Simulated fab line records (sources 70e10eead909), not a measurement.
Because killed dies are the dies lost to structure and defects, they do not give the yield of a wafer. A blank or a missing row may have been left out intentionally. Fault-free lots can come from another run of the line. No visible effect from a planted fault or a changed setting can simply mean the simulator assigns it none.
fab line records	flow nandHarc
record lots=24	wafers=72	lastDay=25
route steps=1159 shown P_CONTACT@248 P_M0@269 P_M1@297
lots that met no fault: from a run of the same line without faults
startH: start of the lot's first displayed wafer, in hours after the record's first day	waitH: how many hours have passed since the lot's step before this one	" identical to the entry in the row above	L1.1+2: one row covering several wafers at once	- either no value or no given start	* or withheld: withheld	< > ~ a bound
route shown NAME@n: NAME is a module with steps in the file, n the number in the route of the first one	usual: the fault-free wafers' mean and standard deviation	same: alike in all rows	chamber/n: place in a boat	sites: per-site readings	_std_site: their standard deviation	_edge_site: mean of outer sites minus mean of inner sites	radiusMm: for every site, how far away it sits from the centre of the wafer	mask NAME#n: copy n	behind: the tool/chamber that last shaped the wafer	hold: cause of the lot's hold/its duration in hours/its outcome	device: which transistor (n, p or np) failed to switch	end of line: the same wafers' tests at the end of the route	where a step has no rows: the recipe by itself	killed: dies that structure and defects cost at the first sort, which is not the same as the wafer's yield	map: dies across one wafer; x = killed, . = not, _ = none there
set.NAME: the setting that was run; set.NAME@STEP: the one run at that earlier step	model.NAME: the simulator's own value behind a step, which no gauge read
the route's steps for a sample of lots (tables are steps, rows are wafers)
services: a tool's chamber out of use, with start hour (startH, from the record's first day; less than 0 if before it), hours out, and reason
## steps
# step NHARC_P_CONTACT_CVD_23
# recipe targetThkA=2000	tempC=300	pressureTorr=40	wf6FlowSccm=40	h2FlowSccm=1600	arFlowSccm=1560	timeS=557	material=W
# usual chamberPressureTorr=40.00/0.088	heaterPowerW=531/28	mfcArSccm=1560/5.3	susceptorTempC=299.99/0.18	throttleValvePct=7.91/0.24
lot.wafer	tool	chamber	startH	waitH	chamberPressureTorr	heaterPowerW	mfcArSccm	sinceWetCleanH	susceptorTempC	throttleValvePct
L074.2	cvdW-01	1	-	-	40.10	540	1558	163	299.96	8.27
L074.4	"	1	"	"	40.10	536	1563	-	299.96	8.28
L074.6	"	1	"	"	40.11	521	1552	-	300.05	8.11
L075.4	cvdW-02	0	-	-	39.95	563	1553	-	300.03	8.01
L075.5	"	0	"	"	39.95	542	1556	-	300.10	7.78
L075.6	"	1	"	"	39.97	558	1560	-	300.11	7.89
L076.1	cvdW-02	0	-	-	39.98	542	1559	102	-	8.01
L076.4	"	0	"	"	40.08	566	1555	-	-	7.81
L076.6	"	1	"	"	39.92	543	1561	-	-	7.69
L077.3	cvdW-02	1	-	-	39.86	554	1563	-	299.76	7.29
L077.6	"	1	"	"	39.97	543	1569	-	299.90	7.73
L077.5	"	0	"	"	39.98	555	1563	-	300.36	7.72
L078.3	cvdW-02	0	-	-	39.87	551	1559	-	300.38	8.25
L078.6	"	0	"	"	39.91	543	1559	-	300.21	7.80
L078.5	"	1	"	"	40.10	560	1562	-	299.89	7.52
L079.2	cvdW-01	1	-	-	39.95	531	1550	13	300.35	8.21
L079.1	"	0	"	"	40.05	487	1577	13	299.82	7.92
L079.5	"	0	"	"	39.99	487	1572	-	299.52	7.75
L080.1	cvdW-02	0	-	-	39.94	546	1559	124	299.82	8.18
L080.2	"	0	"	"	40.01	546	1562	-	300.06	8.16
L080.3	"	0	"	"	39.92	547	1559	-	300.33	8.02
L082.4	cvdW-02	1	-	-	39.97	558	1564	-	299.77	7.90
L082.3	"	0	"	"	39.90	549	1570	-	300.01	8.06
L082.5	"	1	"	"	40.03	547	1564	-	299.65	7.84
L081.1	cvdW-02	1	-	-	40.04	544	1563	135	299.75	7.69
L081.4	"	1	"	"	39.99	563	1564	-	299.73	7.52
L081.5	"	0	"	"	40.04	556	1557	-	299.90	7.94
L083.2	cvdW-01	1	-	-	39.91	544	1563	33	-	8.16
L083.3	"	0	"	"	40.10	480	1569	-	-	7.66
L083.5	"	0	"	"	40.14	471	1559	-	-	7.84
L085.2	cvdW-02	0	-	-	40.02	549	1549	147	300.11	8.11
L085.1	"	1	"	"	39.94	553	1565	147	299.95	7.56
L085.3	"	0	"	"	39.91	549	1555	-	300.12	7.93
L084.1	cvdW-02	1	-	-	39.98	554	1561	148	299.68	7.71
L084.2	"	0	"	"	40.00	541	1557	148	300.30	8.22
L084.6	"	1	"	"	39.99	555	1561	-	300.11	7.57
L087.1	cvdW-01	0	-	-	39.79	484	1560	58	300.04	7.85
L087.4	"	1	"	"	40.02	544	1562	-	299.85	7.90
L087.6	"	1	"	"	39.83	529	1569	-	299.89	8.00
L086.2	cvdW-02	0	-	-	39.95	549	1557	161	299.96	8.06
L086.1	"	1	"	"	39.95	558	1558	161	300.02	7.62
L086.6	"	1	"	"	40.03	561	1562	-	300.39	7.83
L088.1	cvdW-02	0	-	-	40.00	531	1559	168	-	8.03
L088.3	"	0	"	"	40.08	547	1564	-	-	8.20
L088.5	"	0	"	"	40.00	528	1559	-	-	7.97
L090.2	cvdW-01	1	-	-	40.06	541	1567	72	300.18	7.97
L090.3	"	1	"	"	39.86	536	1566	-	299.91	8.18
L090.6	"	1	"	"	39.89	536	1561	-	299.79	8.02
L089.1	cvdW-02	0	-	-	39.92	539	1560	7	-	8.11
L089.4	"	1	"	"	39.98	504	1561	-	-	7.51
L089.5	"	0	"	"	40.02	541	1563	-	-	8.12
L092.3	cvdW-02	0	-	-	39.92	541	1564	-	299.89	8.02
L092.5	"	0	"	"	40.14	559	1567	-	299.90	7.73
L092.6	"	1	"	"	40.06	499	1553	-	299.80	7.45
L091.2	cvdW-02	1	-	-	40.05	501	1555	10	300.10	7.25
L091.3	"	1	"	"	39.98	510	1557	-	299.85	7.43
L091.5	"	0	"	"	40.12	556	1562	-	300.15	8.30
L093.2	cvdW-01	0	-	-	40.05	469	1559	98	299.91	8.03
L093.4	"	1	"	"	39.89	545	1553	-	300.07	8.00
L093.5	"	1	"	"	40.09	533	1550	-	300.37	8.07
L094.2	cvdW-01	1	-	-	39.86	537	1564	101	299.89	8.12
L094.3	"	0	"	"	40.18	484	1556	-	300.01	8.40
L094.5	"	1	"	"	40.05	530	1567	-	300.09	8.10
L095.1	cvdW-01	1	-	-	39.97	546	1566	111	300.06	7.89
L095.3	"	1	"	"	40.04	540	1565	-	300.15	7.95
L095.5	"	0	"	"	40.10	490	1553	-	300.02	7.89
L096.3	cvdW-01	1	-	-	39.99	554	1563	-	299.58	8.37
L096.6	"	0	"	"	39.89	471	1562	-	299.98	8.05
L096.5	"	1	"	"	39.83	539	1566	-	299.94	8.09
L097.1	cvdW-01	1	-	-	39.92	558	1553	117	300.16	7.98
L097.5	"	0	"	"	40.20	481	1557	-	300.03	8.15
L097.6	"	1	"	"	39.93	523	1567	-	299.82	8.22
# step NHARC_P_CONTACT_CMP_24
# recipe tOverpolishS=30	targetThkNm=200
# usual motorCurrentA=12.2/1.5	overpolishRunS=29.999/0.0092	timeToEndpointS=39/3.9
lot.wafer	tool	chamber	startH	waitH	motorCurrentA	overpolishRunS	timeToEndpointS
L074.4	cmp-04	0	110.22	0.4	10.5	29.988	39
L074.2	"	1	"	"	12.0	29.993	34
L074.6	"	0	"	"	10.9	29.998	35
L075.4	cmp-01	3	122.36	0.4	14.5	30.011	43
L075.5	"	3	"	"	14.6	30.015	39
L075.6	"	0	"	"	13.0	29.997	39
L076.1	cmp-03	0	129.25	0.6	13.0	29.997	40
L076.4	"	1	"	"	13.4	29.995	35
L076.6	"	3	"	"	10.5	30.002	38
L077.3	cmp-01	0	134.91	0.4	12.2	29.987	39
L077.6	"	0	"	"	13.2	29.981	36
L077.5	"	1	"	"	13.4	29.989	41
L078.3	cmp-01	2	138.32	0.5	12.3	30.007	39
L078.6	"	3	"	"	14.6	30.005	42
L078.5	"	0	"	"	12.2	29.994	35
L079.2	cmp-01	3	143.16	0.6	14.8	30.001	44
L079.1	"	1	"	"	14.5	29.990	41
L079.5	"	3	"	"	14.8	30.008	45
L080.2	cmp-03	1	152.43	0.8	13.6	30.015	32
L080.3	"	2	"	"	10.7	30.007	40
L080.1	"	0	"	"	12.5	29.982	35
L082.4	cmp-03	3	162.06	0.4	10.1	30.003	37
L082.3	"	2	"	"	10.7	29.987	45
L082.5	"	0	"	"	12.7	29.988	39
L081.1	cmp-04	1	162.65	0.5	11.6	29.997	33
L081.4	"	2	"	"	12.5	30.008	37
L081.5	"	0	"	"	10.5	29.994	38
L083.3	cmp-04	0	163.64	0.4	11.0	29.994	35
L083.2	"	2	"	"	12.3	29.997	38
L083.5	"	3	"	"	9.8	29.996	41
L085.3	cmp-04	0	174.43	0.4	10.9	29.989	39
L085.1	"	1	"	"	11.8	29.988	36
L085.2	"	2	"	"	12.5	29.997	38
L084.1	cmp-01	2	175.28	0.6	11.5	30.008	40
L084.2	"	3	"	"	14.1	29.996	42
L084.6	"	0	"	"	12.5	30.006	37
L087.4	cmp-01	3	188.50	0.4	14.2	29.995	44
L087.1	"	2	"	"	12.1	29.998	43
L087.6	"	3	"	"	13.8	30.004	40
L086.1	cmp-03	0	188.95	0.5	14.0	29.997	37
L086.2	"	1	"	"	12.5	30.009	32
L086.6	"	3	"	"	10.4	29.979	30
L088.3	cmp-04	1	195.38	0.3	11.4	29.997	35
L088.1	"	2	"	"	12.0	29.999	42
L088.5	"	0	"	"	11.0	29.996	38
L090.3	cmp-03	0	202.16	0.3	13.6	29.993	36
L090.2	"	1	"	"	13.7	29.997	37
L090.6	"	2	"	"	10.3	30.016	40
L089.4	cmp-04	3	215.97	0.4	10.2	29.989	49
L089.1	"	0	"	"	11.0	29.997	41
L089.5	"	3	"	"	9.5	29.997	45
L092.3	cmp-03	2	217.33	0.5	10.5	30.012	42
L092.5	"	3	"	"	10.3	29.992	38
L092.6	"	0	"	"	13.3	29.987	39
L091.3	cmp-03	2	219.32	0.4	10.7	30.000	42
L091.2	"	0	"	"	13.8	29.984	40
L091.5	"	2	"	"	11.1	29.999	40
L093.2	cmp-01	3	228.15	0.6	14.8	29.993	44
L093.4	"	1	"	"	14.0	30.003	45
L093.5	"	3	"	"	14.2	30.006	47
L094.3	cmp-03	0	231.58	0.4	13.3	30.004	39
L094.2	"	1	"	"	12.9	29.989	35
L094.5	"	0	"	"	13.1	29.984	35
L095.3	cmp-04	2	241.06	0.4	11.7	30.005	44
L095.1	"	3	"	"	10.3	30.010	45
L095.5	"	2	"	"	12.0	30.001	40
L096.3	cmp-01	2	246.36	0.3	11.9	30.001	40
L096.5	"	1	"	"	14.4	29.987	42
L096.6	"	2	"	"	11.5	29.996	45
L097.1	cmp-03	1	247.16	0.5	13.0	30.002	32
L097.5	"	0	"	"	13.3	30.003	36
L097.6	"	1	"	"	13.5	29.984	32
# step NHARC_P_M0_CD_MEAS_16
# usual cdNm=89.7/1.1
lot.wafer	tool	chamber	startH	waitH	cdNm
L074.2	cdSem-02	-	112.02	-	89.6
L074.4	"	-	"	"	87.9
L074.6	"	-	"	"	87.5
L075.4	cdSem-02	-	124.26	-	89.6
L075.5	"	-	"	"	89.0
L075.6	"	-	"	"	89.3
L076.1	cdSem-02	-	131.05	-	89.4
L076.4	"	-	"	"	89.4
L076.6	"	-	"	"	87.7
L077.3	cdSem-02	-	136.71	-	90.6
L077.5	"	-	"	"	91.2
L077.6	"	-	"	"	90.5
L078.3	cdSem-02	-	140.10	-	89.9
L078.5	"	-	"	"	91.8
L078.6	"	-	"	"	89.5
L079.1	cdSem-03	-	145.00	-	88.2
L079.2	"	-	"	"	89.9
L079.5	"	-	"	"	89.5
L080.1	cdSem-03	-	154.23	-	89.4
L080.2	"	-	"	"	89.7
L080.3	"	-	"	"	89.4
L082.3	cdSem-01	-	164.11	-	89.4
L082.4	"	-	"	"	89.9
L082.5	"	-	"	"	88.8
L081.1	cdSem-03	-	164.52	-	89.2
L081.4	"	-	"	"	90.4
L081.5	"	-	"	"	89.5
L083.2	cdSem-03	-	165.42	-	90.8
L083.3	"	-	"	"	90.7
L083.5	"	-	"	"	91.3
L085.1	cdSem-01	-	176.09	-	89.5
L085.2	"	-	"	"	90.2
L085.3	"	-	"	"	87.9
L084.1	cdSem-02	-	177.02	-	89.4
L084.2	"	-	"	"	88.1
L084.6	"	-	"	"	89.8
L087.1	cdSem-02	-	190.50	-	90.6
L087.4	"	-	"	"	88.2
L087.6	"	-	"	"	90.1
L086.1	cdSem-03	-	190.72	-	89.3
L086.2	"	-	"	"	90.2
L086.6	"	-	"	"	90.5
L088.1	cdSem-03	-	197.25	-	90.4
L088.3	"	-	"	"	89.6
L088.5	"	-	"	"	88.6
L090.2	cdSem-03	-	203.95	-	89.7
L090.3	"	-	"	"	88.8
L090.6	"	-	"	"	90.3
L089.1	cdSem-01	-	217.75	-	88.4
L089.4	"	-	"	"	90.6
L089.5	"	-	"	"	89.8
L092.3	cdSem-03	-	218.92	-	90.9
L092.5	"	-	"	"	90.4
L092.6	"	-	"	"	92.2
L091.2	cdSem-03	-	220.96	-	90.1
L091.3	"	-	"	"	92.7
L091.5	"	-	"	"	90.7
L093.2	cdSem-02	-	229.79	-	89.1
L093.4	"	-	"	"	90.9
L093.5	"	-	"	"	89.8
L094.2	cdSem-02	-	233.42	-	89.8
L094.3	"	-	"	"	90.3
L094.5	"	-	"	"	89.4
L095.1	cdSem-01	-	242.78	-	91.3
L095.3	"	-	"	"	90.2
L095.5	"	-	"	"	88.6
L096.3	cdSem-02	-	248.01	-	89.1
L096.5	"	-	"	"	86.6
L096.6	"	-	"	"	89.6
L097.1	cdSem-01	-	248.92	-	88.6
L097.5	"	-	"	"	88.1
L097.6	"	-	"	"	89.3
# step NHARC_P_M0_CMP_23
# recipe tOverpolishS=20	targetThkNm=117.53
# usual motorCurrentA=12.7/1.3	timeToEndpointS=29/3.2
lot.wafer	tool	chamber	startH	waitH	motorCurrentA	timeToEndpointS
L074.2	cmp-01	3	113.73	-	14.2	32
L074.4	"	0	"	"	12.2	24
L074.6	"	3	"	"	14.1	30
L075.4	cmp-02	1	126.01	-	12.3	23
L075.6	"	3	"	"	13.4	29
L075.5	"	0	"	"	13.2	29
L076.4	cmp-01	1	132.78	-	14.3	28
L076.1	"	3	"	"	14.1	33
L076.6	"	0	"	"	12.8	27
L077.3	cmp-04	0	138.50	-	11.3	27
L077.6	"	0	"	"	10.8	31
L077.5	"	1	"	"	12.2	24
L078.3	cmp-01	1	141.87	-	14.3	29
L078.6	"	3	"	"	14.8	30
L078.5	"	0	"	"	13.1	27
L079.2	cmp-01	0	146.78	-	12.2	25
L079.1	"	1	"	"	14.9	28
L079.5	"	0	"	"	12.5	26
L080.2	cmp-01	1	155.93	-	15.6	26
L080.1	"	3	"	"	14.1	28
L080.3	"	0	"	"	12.9	22
L082.4	cmp-04	0	165.95	-	10.3	26
L082.3	"	2	"	"	12.8	28
L082.5	"	1	"	"	12.2	27
L081.4	cmp-01	0	166.55	-	12.6	26
L081.1	"	2	"	"	11.8	30
L081.5	"	3	"	"	14.8	31
L083.2	cmp-01	2	167.30	-	12.9	26
L083.3	"	0	"	"	12.3	25
L083.5	"	1	"	"	14.5	28
L085.3	cmp-01	0	177.86	-	12.3	28
L085.2	"	1	"	"	14.2	31
L085.1	"	3	"	"	14.5	32
L084.1	cmp-01	3	178.76	-	14.7	28
L084.2	"	1	"	"	13.9	24
L084.6	"	2	"	"	12.5	29
L087.1	cmp-02	0	192.20	-	12.3	31
L087.4	"	2	"	"	12.3	34
L087.6	"	1	"	"	12.2	24
L086.1	cmp-04	3	192.54	-	10.3	34
L086.2	"	0	"	"	11.0	29
L086.6	"	0	"	"	10.9	29
L088.1	cmp-02	3	198.95	-	12.8	27
L088.3	"	1	"	"	12.1	23
L088.5	"	3	"	"	12.8	26
L090.3	cmp-01	3	205.83	-	14.3	33
L090.2	"	0	"	"	12.7	29
L090.6	"	0	"	"	12.7	29
L089.4	cmp-01	2	219.45	-	11.8	37
L089.1	"	0	"	"	12.6	30
L089.5	"	2	"	"	12.9	34
L092.3	cmp-04	0	220.77	-	11.2	29
L092.6	"	3	"	"	9.7	34
L092.5	"	0	"	"	11.0	26
L091.3	cmp-02	2	222.76	-	13.5	33
L091.2	"	1	"	"	12.5	26
L091.5	"	3	"	"	13.3	30
L093.4	cmp-01	2	231.50	-	11.5	34
L093.2	"	1	"	"	14.7	32
L093.5	"	3	"	"	14.6	37
L094.2	cmp-02	3	235.12	-	12.1	27
L094.3	"	0	"	"	12.1	29
L094.5	"	0	"	"	12.7	31
L095.1	cmp-01	3	244.50	-	14.7	31
L095.3	"	1	"	"	13.5	30
L095.5	"	2	"	"	11.5	35
L096.3	cmp-01	2	249.82	-	11.8	32
L096.6	"	3	"	"	14.4	30
L096.5	"	0	"	"	12.1	25
L097.1	cmp-04	0	250.65	-	10.7	27
L097.5	"	0	"	"	10.6	26
L097.6	"	1	"	"	12.0	22
# step NHARC_P_M1_INSPECT_11
# usual rawDefectCount=4.6/2.5
lot.wafer	tool	chamber	startH	waitH	rawDefectCount
L074.2	defectInspect-02	-	115.82	0.0	4
L074.4	"	-	"	"	3
L074.6	"	-	"	"	4
L075.4	defectInspect-02	-	128.41	0.0	3
L075.5	"	-	"	"	2
L075.6	"	-	"	"	4
L076.1	defectInspect-01	-	134.61	0.0	10
L076.4	"	-	"	"	8
L076.6	"	-	"	"	15
L077.3	defectInspect-01	-	140.34	0.0	6
L077.5	"	-	"	"	2
L077.6	"	-	"	"	1
L078.3	defectInspect-02	-	144.20	0.0	9
L078.5	"	-	"	"	7
L078.6	"	-	"	"	6
L079.1	defectInspect-01	-	148.68	0.0	4
L079.2	"	-	"	"	6
L079.5	"	-	"	"	1
L080.1	defectInspect-01	-	159.94	0.0	5
L080.2	"	-	"	"	8
L080.3	"	-	"	"	3
L082.3	defectInspect-02	-	167.95	0.0	5
L082.4	"	-	"	"	6
L082.5	"	-	"	"	5
L081.1	defectInspect-02	-	168.53	0.0	5
L081.4	"	-	"	"	6
L081.5	"	-	"	"	7
L083.2	defectInspect-02	-	169.25	0.0	2
L083.3	"	-	"	"	8
L083.5	"	-	"	"	6
L085.1	defectInspect-01	-	179.86	0.0	3
L085.2	"	-	"	"	3
L085.3	"	-	"	"	4
L084.1	defectInspect-02	-	180.60	0.0	4
L084.2	"	-	"	"	7
L084.6	"	-	"	"	8
L087.1	defectInspect-01	-	194.19	0.0	4
L087.4	"	-	"	"	2
L087.6	"	-	"	"	4
L086.1	defectInspect-02	-	194.53	0.0	0
L086.2	"	-	"	"	3
L086.6	"	-	"	"	4
L088.1	defectInspect-01	-	201.13	0.0	2
L088.3	"	-	"	"	5
L088.5	"	-	"	"	2
L090.2	defectInspect-01	-	207.67	0.0	6
L090.3	"	-	"	"	8
L090.6	"	-	"	"	8
L089.1	defectInspect-02	-	221.31	0.0	6
L089.4	"	-	"	"	3
L089.5	"	-	"	"	3
L092.3	defectInspect-01	-	222.72	0.0	6
L092.5	"	-	"	"	5
L092.6	"	-	"	"	6
L091.2	defectInspect-02	-	224.76	0.0	3
L091.3	"	-	"	"	4
L091.5	"	-	"	"	5
L093.2	defectInspect-01	-	233.81	0.0	5
L093.4	"	-	"	"	1
L093.5	"	-	"	"	4
L094.2	defectInspect-01	-	236.99	0.0	4
L094.3	"	-	"	"	2
L094.5	"	-	"	"	5
L095.1	defectInspect-01	-	246.37	0.0	2
L095.3	"	-	"	"	4
L095.5	"	-	"	"	3
L096.3	defectInspect-01	-	251.73	0.0	5
L096.5	"	-	"	"	9
L096.6	"	-	"	"	3
L097.1	defectInspect-02	-	252.66	0.0	3
L097.5	"	-	"	"	6
L097.6	"	-	"	"	4
# step NHARC_P_M1_PVD_21
# recipe targetThkA=300	chamberPressurePa=5	powerW=5000	substrateTempC=30	timeS=20.49	material=Cu
# usual chamberPressurePa=5.000/0.011	throttleValvePct=30.0/0.72
lot.wafer	tool	chamber	startH	waitH	chamberPressurePa	throttleValvePct
L074.4	pvdSputter-02	-	-	-	4.979	30.6
L074.2	"	-	"	"	4.994	30.4
L074.6	"	-	"	"	4.996	30.5
L075.4	pvdSputter-03	-	-	-	4.997	31.0
L075.5	"	-	"	"	5.004	29.5
L075.6	"	-	"	"	4.999	28.8
L076.1	pvdSputter-02	-	-	-	4.995	29.7
L076.4	"	-	"	"	4.995	29.3
L076.6	"	-	"	"	4.987	29.5
L077.3	pvdSputter-02	-	-	-	5.010	29.7
L077.5	"	-	"	"	5.008	29.6
L077.6	"	-	"	"	5.008	30.7
L078.3	pvdSputter-01	-	-	-	4.997	29.8
L078.6	"	-	"	"	4.984	30.5
L078.5	"	-	"	"	4.994	29.9
L079.1	pvdSputter-02	-	-	-	5.006	29.5
L079.2	"	-	"	"	4.988	30.7
L079.5	"	-	"	"	5.010	30.5
L080.2	pvdSputter-02	-	-	-	4.991	30.8
L080.1	"	-	"	"	4.998	29.5
L080.3	"	-	"	"	4.991	30.7
L082.4	pvdSputter-03	-	-	-	4.996	28.6
L082.3	"	-	"	"	4.997	29.4
L082.5	"	-	"	"	5.009	30.5
L081.4	pvdSputter-03	-	-	-	4.997	30.1
L081.1	"	-	"	"	5.014	29.7
L081.5	"	-	"	"	5.000	28.9
L083.2	pvdSputter-01	-	-	-	4.994	30.9
L083.3	"	-	"	"	5.002	30.2
L083.5	"	-	"	"	4.983	30.8
L085.2	pvdSputter-01	-	-	-	5.010	30.3
L085.3	"	-	"	"	5.001	30.3
L085.1	"	-	"	"	5.008	31.0
L084.2	pvdSputter-02	-	-	-	5.024	30.4
L084.1	"	-	"	"	5.020	30.8
L084.6	"	-	"	"	5.004	29.7
L087.1	pvdSputter-03	-	-	-	5.003	30.5
L087.4	"	-	"	"	5.012	30.8
L087.6	"	-	"	"	4.978	31.0
L086.1	pvdSputter-02	-	-	-	5.014	30.5
L086.2	"	-	"	"	5.016	29.7
L086.6	"	-	"	"	4.998	30.6
L088.3	pvdSputter-03	-	-	-	4.999	30.9
L088.1	"	-	"	"	5.011	28.9
L088.5	"	-	"	"	5.002	30.5
L090.2	pvdSputter-02	-	-	-	4.994	29.6
L090.3	"	-	"	"	5.013	29.7
L090.6	"	-	"	"	4.995	30.7
L089.1	pvdSputter-03	-	-	-	5.014	29.5
L089.4	"	-	"	"	5.000	30.6
L089.5	"	-	"	"	4.993	29.6
L092.3	pvdSputter-03	-	-	-	5.018	28.7
L092.6	"	-	"	"	5.017	31.1
L092.5	"	-	"	"	5.001	29.2
L091.2	pvdSputter-03	-	-	-	4.983	30.9
L091.3	"	-	"	"	5.001	29.6
L091.5	"	-	"	"	4.975	30.5
L093.4	pvdSputter-02	-	-	-	4.994	29.7
L093.2	"	-	"	"	5.005	29.2
L093.5	"	-	"	"	4.991	29.7
L094.3	pvdSputter-03	-	-	-	5.014	28.8
L094.2	"	-	"	"	4.992	31.3
L094.5	"	-	"	"	5.009	28.7
L095.1	pvdSputter-03	-	-	-	5.012	31.0
L095.3	"	-	"	"	4.993	28.9
L095.5	"	-	"	"	5.002	30.6
L096.3	pvdSputter-03	-	-	-	4.998	30.7
L096.6	"	-	"	"	4.985	29.5
L096.5	"	-	"	"	4.996	28.5
L097.1	pvdSputter-01	-	-	-	4.989	30.8
L097.5	"	-	"	"	5.007	29.9
L097.6	"	-	"	"	5.000	30.4
## services
tool	chamber	startH	hours	kind
cvdW-01	-	97.93	1.4	repair
pvdSputter-03	-	102.00	10.0	pm
cmp-04	-	105.00	4.0	pm
cvdW-01	-	116.72	13.0	pm
pvdSputter-02	-	118.04	4.2	repair
cmp-02	-	128.50	4.0	pm
cmp-02	-	135.54	1.9	repair
cmp-02	-	140.17	2.2	repair
cvdW-02	1	149.83	4.0	repair
pvdSputter-02	-	152.93	3.7	repair
cmp-02	-	153.92	2.3	repair
cmp-03	-	156.00	4.0	pm
pvdSputter-01	-	158.00	10.0	pm
pvdSputter-02	-	162.59	11.5	repair
cmp-01	-	179.74	4.0	pm
pvdSputter-02	-	190.13	2.5	repair
cvdW-02	-	195.22	13.0	pm
cmp-04	-	203.00	4.0	pm
pvdSputter-01	-	212.95	16.6	repair
cmp-01	-	220.09	1.1	repair
cmp-02	-	226.50	4.0	pm
cmp-04	-	239.84	0.8	repair
cvdW-02	1	252.49	12.5	repair
cmp-03	-	254.00	4.0	pm
## key
fault none
